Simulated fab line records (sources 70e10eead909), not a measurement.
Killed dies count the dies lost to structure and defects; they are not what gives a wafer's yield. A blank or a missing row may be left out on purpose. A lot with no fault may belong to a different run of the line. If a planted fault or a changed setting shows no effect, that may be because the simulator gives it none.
fab line records | flow nand-harc
record: lots: 5 wafers: 14 last-day: 24
route steps=1159 shown THIN_TSV@1138 END@1159
lots that met no fault: taken from a fault-free run of the same line
start-h: hours from the record's opening day to when the first of the lot's shown wafers began | wait-h: hours from the lot's prior step to this one | " unchanged from the row above | L1.1+2: a row that stands for several wafers | - no value, or no start was given | * or withheld: withheld | < > ~ a bound
route shown NAME@n: a module of which the file shows steps, and the number in the route of the first | usual: average and standard deviation across the fault-free wafers | same: alike in all rows | chamber/n: place in a boat | sites: the reading at each site | _std_site: their standard deviation | _edge_site: mean of outer sites minus mean of inner sites | radius-mm: how far each site lies from the wafer's centre | mask NAME#n: copy n | behind: the most recent tool/chamber to have shaped the wafer | hold: the reason the lot was held/the length of the hold in hours/how it ended | device: whichever transistor did not switch (one of n, p or np) | end of line: the same wafers' tests at the end of the route | for a step that has no rows: nothing shown but its recipe | killed: the dies lost at the first sort to structure and to defects; this is not the yield of the wafer | map: dies across one wafer; x = killed, . = not, _ = none there
set.NAME: the setting that was run; set.NAME@STEP: the one run at that earlier step | model.NAME: the simulator's own value behind a step, which no gauge read
lots at selected steps of the route; one table per step, one row per wafer
services: from which hour (start-h, from the record's first day; less than 0 if before it) a tool's chamber was out of use, for how many hours, and why
== steps ==
step: NHARC_THIN_TSV_PVD_55
recipe: target-thk-a: 500 material: TiN
step: NHARC_THIN_TSV_PVD_24
recipe: target-thk-a: 8000 power-w: withheld chamber-pressure-pa: withheld substrate-temp-c: withheld time-s: withheld gas: Ar material: Al
step: NHARC_THIN_TSV_DEHYDRATE_25
recipe: temp-c: 150 time-s: 120
step: NHARC_THIN_TSV_HMDS_26
recipe: time-s: 30
step: NHARC_THIN_TSV_COAT_27
recipe: spin-rpm: *
step: NHARC_THIN_TSV_SOFTBAKE_28
recipe: temp-c: 122 time-s: 95
step: NHARC_THIN_TSV_EBR_29
step: NHARC_THIN_TSV_EXPOSE_30
recipe: na: 0.55 dose-mj: 11.47 mask-id: PAD
step: NHARC_THIN_TSV_PEB_31
recipe: peb-temp-c: 118 peb-time-s: 85
step: NHARC_THIN_TSV_DEVELOP_32
recipe: time-s: 70
step: NHARC_THIN_TSV_CD_MEAS_33
recipe: target-cd-nm: 5000 landing-energy-ev: 500
usual: cd-nm: 5000/3.7
columns lot.wafer tool chamber start-h wait-h cd-nm
L592.1 cd-sem-02 0 448.89 - 5000
L592.2 " 0 " " 5001
L592.5 " 0 " " 5000
L590.1 cd-sem-02 0 450.50 - 5002
L590.4 " 0 " " 5000
L590.6 " 0 " " 4998
L599.3 cd-sem-01 0 480.01 - 5003
L599.4 " 0 " " 5005
L605.2 cd-sem-02 0 523.38 - 5006
L605.4 " 0 " " 5003
L605.5 " 0 " " 5003
L612.1 cd-sem-02 0 552.04 - 4994
L612.3 " 0 " " 4995
L612.5 " 0 " " 4996
step: NHARC_THIN_TSV_HARDBAKE_34
recipe: temp-c: 125 time-s: 80
step: NHARC_THIN_TSV_DESCUM_35
recipe: time-s: 3 o2-flow-sccm: 200 ar-flow-sccm: 0 bias-power-w: 0 chemistry: O2
usual: drypump-motor-current-A: 5.8/0.48 oes-product-au: 1.000/0.017 rf-vpp-V: 57.7/0.9 run-length-s: 23.9/0.38 showerhead-plenum-p-Torr: 1.91/0.065 throttle-valve-pct: 11.311/0.0095
columns lot.wafer tool chamber start-h wait-h drypump-motor-current-A oes-product-au rf-hours-counter-h rf-vpp-V run-length-s showerhead-plenum-p-Torr throttle-valve-pct
L592.2 rie-diel-06 0 449.05 - 5.8 1.003 2 57.4 23.8 1.81 11.305
L592.1 " 2 " " 5.3 1.013 2 59.4 23.9 1.97 11.322
L592.5 " 0 " " 5.8 0.995 - 56.2 23.4 1.81 11.320
L590.1 rie-diel-06 2 450.69 - 5.3 1.010 2 57.9 23.8 1.97 11.315
L590.6 " 1 " " 5.2 0.993 - 57.9 24.4 1.95 11.303
L590.4 " 2 " " 5.3 1.006 - 58.1 23.6 1.97 11.308
L599.3 rie-diel-06 0 480.19 - 5.8 0.997 3 57.8 22.9 1.81 11.337
L599.4 " 2 " " 5.3 1.020 4 57.3 23.0 1.97 11.322
L605.4 rie-diel-08 2 523.54 - 6.3 0.996 3 57.6 24.2 1.85 11.309
L605.2 " 3 " " 6.3 1.021 4 58.4 24.4 2.00 11.316
L605.5 " 2 " " 6.3 0.993 - 57.9 23.9 1.85 11.327
L612.3 rie-diel-07 3 552.24 - 6.2 0.965 11 57.6 23.9 1.91 11.315
L612.1 " 0 " " 6.2 1.014 11 57.5 24.7 1.79 11.311
L612.5 " 2 " " 5.3 1.024 - 58.1 23.8 1.97 11.323
step: NHARC_THIN_TSV_ETCH_59
recipe: target-depth-a: 8800 icp-w: 900 bias-w: 100 Cl2_flow_sccm: 60 bcl3-flow-sccm: 30 time-s: 138.1 chemistry: Cl2/BCl3
usual: drypump-motor-current-A: 5.7/0.57 oes-product-au: 1.001/0.014 throttle-valve-pct: 22.264/0.0099
columns lot.wafer tool chamber start-h wait-h drypump-motor-current-A oes-product-au rf-hours-counter-h throttle-valve-pct
L592.2 rie-metal-03 0 449.20 0.1 4.9 1.000 5.6 22.260
L592.1 " 1 " " 6.3 1.014 4.5 22.253
L592.5 " 0 " " 4.8 1.015 - 22.260
L590.1 rie-metal-03 1 450.81 0.1 6.4 1.012 4.7 22.263
L590.4 " 0 " " 4.8 1.004 - 22.291
L590.6 " 0 " " 4.8 0.999 - 22.263
L599.3 rie-metal-03 1 480.38 0.2 6.3 1.016 - 22.254
L599.4 " 0 " " 4.8 1.003 - 22.262
L605.2 rie-metal-02 0 523.72 0.2 6.0 1.007 3.5 22.277
L605.4 " 0 " " 6.0 0.999 - 22.250
L605.5 " 1 " " 5.9 1.004 - 22.258
L612.1 rie-metal-03 0 552.38 0.1 4.8 1.007 2.9 22.254
L612.3 " 0 " " 4.8 1.003 - 22.255
L612.5 " 0 " " 4.8 1.008 - 22.264
step: NHARC_END_SORT_01
recipe: temp-c: 25
usual: defect-limited-yield: 95.7/1.5 killed-at-array: 25/10 killed-at-other: 0.6/0.91 killed-at-periphery: 3.6/2.9 killed-dies: 29/10 killed-open: 3.3/2 killed-short: 1.9/1.5 sort_bin_2_pct: 1.3/0.61 sort_bin_3_pct: 0.26/0.19 sort_bin_4_pct: 2.7/1 sort-n-pass: 648/10 sort-rim-yield-pct: 94/3.2 sort-yield-pct: 95.7/1.5
same: gross-dies: 677 sort_bin_5_pct[%]: 0 sort_bin_6_pct[%]: 0 sort_bin_7_pct[%]: 0 sort_bin_8_pct[%]: 0 sort-rim-n-gross: 106.00
columns lot.wafer tool chamber start-h wait-h defect-limited-yield[%] killed-at-array killed-at-other killed-at-periphery killed-dies killed-open killed-short sort_bin_2_pct[%] sort_bin_3_pct[%] sort_bin_4_pct[%] sort-n-pass sort-rim-yield-pct[%] sort-yield-pct[%]
L592.1 prober-01 0 459.69 2.5 97.3 13 0 5 18 3 4 0.3 0.15 2.2 659 97 97.3
L592.2 prober-01 0 460.49 2.8 97.8 14 0 1 15 4 1 0.7 0.15 1.3 662 98 97.8
L592.5 prober-01 0 462.91 3.7 97.9 11 1 2 14 2 1 0 0 2.1 663 97 97.9
L590.1 prober-01 0 467.53 2.5 94.4 34 0 4 38 2 3 1.0 0.30 4.3 639 99 94.4
L590.4 prober-01 0 469.95 3.4 94.2 37 1 1 39 4 4 1.9 0.44 3.4 638 94 94.2
L590.6 prober-01 0 471.57 4.0 92.6 41 1 8 50 4 0 1.3 0.74 5.3 627 90 92.6
L599.3 prober-01 0 501.09 3.1 96.2 18 0 8 26 2 4 1.3 0.15 2.4 651 92 96.2
L599.4 prober-01 0 501.89 3.4 96.2 24 0 2 26 3 2 1.3 0.15 2.4 651 96 96.2
L605.2 prober-01 0 533.15 2.8 94.2 21 0 18 39 3 1 1.8 0.15 3.8 638 92 94.2
L605.4 prober-01 0 534.75 3.4 96.3 15 0 10 25 3 2 1.2 0 2.5 652 95 96.3
L605.5 prober-01 0 535.54 3.7 97.0 12 1 7 20 4 2 0.6 0.30 2.1 657 98 97.0
L612.1 prober-02 0 567.00 2.5 94.4 36 0 2 38 6 2 0.9 0.59 4.1 639 89 94.4
L612.3 prober-02 0 568.61 3.1 93.8 38 1 3 42 7 3 2.1 0.59 3.5 635 93 93.8
L612.5 prober-02 0 570.22 3.7 94.1 36 1 3 40 4 5 1.5 0.44 4.0 637 92 94.1
killed by level:class
L592.1 A_ZERO_WELL:chamber-film-flake=3 A_CHANNEL_HOLE_D1:chamber-film-flake=3 P_STI:chamber-film-flake=2 P_CONTACT:geometric-particle:short=1 P_M0:geometric-particle:open=1 P_M0:geometric-particle:short=1 A_CHANNEL_FILL_D1:geometric-particle:short=1 A_STAIRCASE:geometric-particle:short=1
L592.2 A_M0:chamber-film-flake=4 A_ZERO_WELL:chamber-film-flake=2 A_CONTACT:chamber-film-flake=2 A_M1:geometric-particle:short=1 A_CHANNEL_FILL_D1:geometric-particle:open=1 A_WL_FILL:geometric-particle:open=1 A_CONTACT:geometric-particle:open=1 A_M1:geometric-particle:open=1
L592.5 A_CHANNEL_HOLE_D1:chamber-film-flake=4 A_M0:chamber-film-flake=3 A_STAIRCASE:chamber-film-flake=2 P_GATE:geometric-particle:open=1 A_CONTACT:geometric-particle:open=1 A_M0:geometric-particle:short=1 P_STI:chamber-film-flake=1 THIN_TSV:chamber-film-flake=1
L590.1 A_CHANNEL_HOLE_D1:chamber-film-flake=13 A_SLIT:chamber-film-flake=8 A_CONTACT:chamber-film-flake=4 A_STAIRCASE:chamber-film-flake=2 P_CONTACT:geometric-particle:open=1 A_CHANNEL_FILL_D1:geometric-particle:short=1 A_SGD_CUT:geometric-particle:short=1 A_M0:geometric-particle:open=1
L590.4 A_CHANNEL_HOLE_D1:chamber-film-flake=18 A_CONTACT:chamber-film-flake=6 A_SLIT:chamber-film-flake=6 P_M0:geometric-particle:short=1 A_ONON_D1:geometric-particle:open=1 A_CHANNEL_FILL_D1:geometric-particle:short=1 A_SGD_CUT:geometric-particle:short=1 A_CONTACT:geometric-particle:open=1
L590.6 A_CHANNEL_HOLE_D1:chamber-film-flake=21 A_SLIT:chamber-film-flake=9 A_CONTACT:chamber-film-flake=5 P_GATE:geometric-particle:open=2 P_GATE:chamber-film-flake=2 A_STAIRCASE:chamber-film-flake=2 A_SGD_CUT:chamber-film-flake=2 P_CONTACT:geometric-particle:open=1
L599.3 A_SLIT:chamber-film-flake=11 P_GATE:chamber-film-flake=3 P_CONTACT:geometric-particle:open=2 A_CHANNEL_HOLE_D1:chamber-film-flake=2 A_CONTACT:chamber-film-flake=2 P_STI:geometric-particle:short=1 P_CONTACT:geometric-particle:short=1 P_M1:geometric-particle:short=1
L599.4 A_SLIT:chamber-film-flake=14 A_CHANNEL_HOLE_D1:chamber-film-flake=4 P_CONTACT:geometric-particle:open=2 A_ONON_D1:geometric-particle:open=1 A_ONON_D1:geometric-particle:short=1 A_SGD_CUT:geometric-particle:short=1 A_ZERO_WELL:chamber-film-flake=1 A_STAIRCASE:chamber-film-flake=1
L605.2 P_ZERO_WELL:chamber-film-flake=14 A_CHANNEL_HOLE_D1:chamber-film-flake=5 A_STAIRCASE:chamber-film-flake=5 A_CONTACT:chamber-film-flake=5 P_M2:chamber-film-flake=3 A_ZERO_WELL:chamber-film-flake=2 P_CONTACT:geometric-particle:open=1 A_SOURCE_PLATE:geometric-particle:open=1
L605.4 P_ZERO_WELL:chamber-film-flake=7 A_CHANNEL_HOLE_D1:chamber-film-flake=6 P_GATE:chamber-film-flake=3 A_CONTACT:geometric-particle:open=2 A_STAIRCASE:chamber-film-flake=2 A_CONTACT:chamber-film-flake=2 A_WL_FILL:geometric-particle:short=1 A_CONTACT:geometric-particle:short=1
L605.5 P_ZERO_WELL:chamber-film-flake=6 A_CONTACT:chamber-film-flake=4 A_CHANNEL_HOLE_D1:chamber-film-flake=2 A_ONON_D1:geometric-particle:open=1 A_CHANNEL_FILL_D1:geometric-particle:open=1 A_WL_FILL:geometric-particle:short=1 A_WL_FILL:geometric-particle:open=1 A_CONTACT:geometric-particle:short=1
L612.1 A_CHANNEL_HOLE_D1:chamber-film-flake=11 A_SLIT:chamber-film-flake=8 A_STAIRCASE:chamber-film-flake=4 A_CHANNEL_FILL_D1:geometric-particle:open=3 A_CONTACT:chamber-film-flake=2 P_M2:geometric-particle:open=1 A_ONON_D1:geometric-particle:short=1 A_CHANNEL_HOLE_D1:geometric-particle:open=1
L612.3 A_SLIT:chamber-film-flake=17 A_CONTACT:chamber-film-flake=6 A_CHANNEL_HOLE_D1:chamber-film-flake=4 A_WL_FILL:chamber-film-flake=2 P_GATE:geometric-particle:open=1 P_CONTACT:geometric-particle:open=1 P_M0:geometric-particle:open=1 A_ONON_D1:geometric-particle:open=1
L612.5 A_SLIT:chamber-film-flake=17 A_CONTACT:chamber-film-flake=6 A_CHANNEL_HOLE_D1:chamber-film-flake=3 A_CHANNEL_FILL_D1:geometric-particle:short=2 A_CHANNEL_FILL_D1:geometric-particle:open=2 A_STAIRCASE:chamber-film-flake=2 A_WL_FILL:chamber-film-flake=2 P_M0:geometric-particle:short=1
== services ==
columns tool chamber start-h hours kind
rie-diel-06 0 427.20 - clean
rie-diel-06 1 427.20 - clean
rie-diel-06 2 427.20 - clean
rie-diel-06 3 427.20 - clean
rie-diel-06 2 430.47 4.1 repair
rie-diel-06 3 442.27 10.6 repair
rie-diel-08 0 447.31 7.7 repair
rie-diel-06 0 451.70 - clean
rie-diel-06 1 451.70 - clean
rie-diel-06 2 451.70 - clean
rie-metal-03 - 453.00 9.0 pm
rie-metal-03 0 453.00 9.0 vent-cycle
rie-metal-03 1 453.00 9.0 vent-cycle
rie-metal-03 0 462.00 - clean
rie-metal-03 1 462.00 - clean
rie-diel-07 - 465.82 0.5 repair
rie-diel-06 0 476.20 - clean
rie-diel-08 - 478.80 9.0 pm
rie-diel-07 - 492.08 0.6 repair
rie-metal-02 1 492.98 2.1 repair
rie-diel-08 1 516.01 2.6 repair
rie-diel-08 3 547.34 1.5 repair
rie-diel-07 3 548.37 2.4 repair
rie-diel-06 1 549.66 2.9 repair
== key ==
first-sign: step: NHARC_THIN_TSV_DESCUM_35 reading: run-length-s direction: down sigmas: 2.6 usual: * struck: *
effect none on later readings
met-at NHARC_THIN_TSV_DESCUM_35
struck-wafers L599.3,L599.4
onset-between 450.69 480.19
fault: kind: process-parameter-drift tool: rie-diel-06 chamber: - onset-h: 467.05 steps: NHARC_THIN_TSV_DESCUM_35 channel: time-s offset: * shape: step end-h: 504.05 scope: struck-wafers-only acts-in: * stated: *
